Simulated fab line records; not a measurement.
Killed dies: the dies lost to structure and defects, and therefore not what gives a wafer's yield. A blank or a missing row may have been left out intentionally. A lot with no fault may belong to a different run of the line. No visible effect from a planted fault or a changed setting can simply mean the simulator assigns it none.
Split-lot experiment + flow n5-finfet + 21 wafers read across 7 lots, on a route 1938 steps long

## ABOUT THE SPLIT
At N5_BEOL_M12_SPUTTER_44 (material Ta, target thk 10 nm, time 16.13 s), the setting time-s was moved away from the recipe's 16.13 s on 8 of the 21 wafers read, by -12.3% to +4.8%. All remaining wafers had this setting at the recipe value.

The reading comes from the split's own step.

## THE READING
Ta_of_BEOL_M12_SPUTTER_44.thk-nm (the simulator's own value, which no gauge read), in nm, at N5_BEOL_M12_SPUTTER_44 (material Ta, target thk 10 nm, time 16.13 s). There is no usual value for it anywhere in the file. Average 10.0 nm, standard deviation 0.16 nm, over the 13 wafers here run with the recipe.

| wafer  | tool, chamber at the split | time-s as run, s | against the recipe | Ta_of_BEOL_M12_SPUTTER_44.thk-nm, nm | against lot-mates on the recipe |
|--------|----------------------------|------------------|--------------------|--------------------------------------|---------------------------------|
| L077.1 | pvd-sputter-03, -          | 16.13            | recipe             | 10                                   | -                               |
| L077.5 | pvd-sputter-03, -          | 16.13            | recipe             | 10                                   | -                               |
| L077.4 | pvd-sputter-03, -          | 16.13            | recipe             | 9.8                                  | -                               |
| L075.2 | pvd-sputter-01, -          | 16.13            | recipe             | 10.2                                 | -                               |
| L075.3 | pvd-sputter-01, -          | 14.87            | -7.8%              | 9.4                                  | -0.8                            |
| L075.6 | pvd-sputter-01, -          | 14.87            | -7.8%              | 9.2                                  | -1.0                            |
| L082.2 | pvd-sputter-02, -          | 16.13            | recipe             | 9.8                                  | -                               |
| L082.5 | pvd-sputter-02, -          | 16.13            | recipe             | 9.8                                  | -                               |
| L082.4 | pvd-sputter-02, -          | 14.57            | -9.7%              | 9                                    | -0.8                            |
| L083.2 | pvd-sputter-02, -          | 16.13            | recipe             | 10.2                                 | -                               |
| L083.3 | pvd-sputter-02, -          | 16.13            | recipe             | 10                                   | -                               |
| L083.6 | pvd-sputter-02, -          | 16.13            | recipe             | 10                                   | -                               |
| L088.1 | pvd-sputter-02, -          | 14.74            | -8.6%              | 9.2                                  | -0.8                            |
| L088.2 | pvd-sputter-02, -          | 16.13            | recipe             | 10.2                                 | -                               |
| L088.6 | pvd-sputter-02, -          | 16.13            | recipe             | 9.8                                  | -                               |
| L089.1 | pvd-sputter-01, -          | 16.13            | recipe             | 9.8                                  | -                               |
| L089.4 | pvd-sputter-01, -          | 16.13            | recipe             | 9.8                                  | -                               |
| L089.3 | pvd-sputter-01, -          | 16.91            | +4.8%              | 10.2                                 | +0.4                            |
| L097.2 | pvd-sputter-01, -          | 14.15            | -12.3%             | 8.6                                  | no lot-mate on the recipe       |
| L097.4 | pvd-sputter-01, -          | 14.15            | -12.3%             | 8.8                                  | no lot-mate on the recipe       |
| L097.5 | pvd-sputter-01, -          | 14.15            | -12.3%             | 8.8                                  | no lot-mate on the recipe       |

FIT RESULTS
A straight line over all 21 wafers: Ta_of_BEOL_M12_SPUTTER_44.thk-nm changes by +0.0929 nm for each +1% of time-s; r = +0.96; the points scatter about the line by 0.15 nm.
The same after taking each lot's own level away (the mean of its wafers on the recipe; 18 wafers): +0.0968 nm for each +1%; r = +0.96; scatter 0.12 nm.
On that fit, the largest move of time-s shifts the reading by 1.2 nm.
From 9.80 to 10.20 nm: that is the span of the lots' own levels, equal to 2.5 times the standard deviation above.
So the lot-to-lot level changes the slope little: the two slopes agree.
Check: -1.01 nm against its lot-mates is what the line predicts for one of the wafers moved furthest among these (-9.7%) when that wafer is left out of the fit. It came out at -0.8 nm against them.

## THESE WAFERS: OTHER SPLITS
These wafers also went through other splits before the reading. Each is held against what the fit with the lots' levels taken away leaves over:
| other split on the same wafers | wafers away from the commonest value | r with Ta_of_BEOL_M12_SPUTTER_44.thk-nm (lot level and that fit taken away) |
|--------------------------------|--------------------------------------|-----------------------------------------------------------------------------|
| N5_BEOL_M11_ETCH_62 time-s     | 4                                    | -0.20                                                                       |
| N5_BEOL_M11_COAT_63 spin-rpm   | 6                                    | +0.05                                                                       |

## FILE'S OWN FIT
Ta_of_BEOL_M12_SPUTTER_44.thk-nm changes by +0.0936 nm for each +1% of time-s, r = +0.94.
